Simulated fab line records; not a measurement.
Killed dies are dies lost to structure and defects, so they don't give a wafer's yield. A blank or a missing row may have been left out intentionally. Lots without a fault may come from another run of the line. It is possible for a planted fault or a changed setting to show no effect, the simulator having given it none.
Chamber matching + flow n5 finfet + N5_BEOL_M9_DESCUM_16 on rie diel-03 has 4 sister chambers
The step chemistry O2, time 7.9 s. 4 wafers are shown with their chamber, then 7 later ones without.

## WAFERS WITH THEIR CHAMBER
| wafer  | chamber | showerhead plenum p Torr (Torr) |
|--------|---------|---------------------------------|
| L080.4 | 3       | 2.22                            |
| L080.5 | 1       | 2.15                            |
| L090.2 | 2       | 2.22                            |
| L090.3 | 0       | 2.03                            |

## WAFERS WHOSE CHAMBER IS MISSING
| wafer  | showerhead plenum p Torr (Torr) |
|--------|---------------------------------|
| L090.6 | 2.22                            |
| L093.3 | 2.03                            |
| L093.4 | 2.21                            |
| L093.5 | 2.03                            |
| L097.1 | 2.22                            |
| L097.2 | 2.03                            |
| L097.5 | 2.21                            |

## CHAMBER TAKEN BY EACH
| wafer  | from the rows above     | in truth |
|--------|-------------------------|----------|
| L090.6 | can't be placed: 2 or 3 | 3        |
| L093.3 | 0                       | 0        |
| L093.4 | can't be placed: 2 or 3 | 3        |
| L093.5 | 0                       | 0        |
| L097.1 | can't be placed: 2 or 3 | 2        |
| L097.2 | 0                       | 0        |
| L097.5 | can't be placed: 2 or 3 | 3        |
Correct placement for 3 of the 7. From these rows, 4 cannot be placed; in 4 the true chamber is one of the candidates. Placed wrongly: 0.
How it was worked out, from the rows above alone: a wafer's distance from a chamber is the root of the sum, over the readings, of the square of ((its reading less the chamber's mean) divided by the reading's scatter). If the next closest chamber is less than 2 further off than the closest, the wafer can't be placed; otherwise it belongs to the closest. Each chamber's mean is taken over the wafers shown for it. The scatter: with one shown wafer a chamber, the root of the mean of the squares of how far each hidden wafer lies from its nearest shown one.
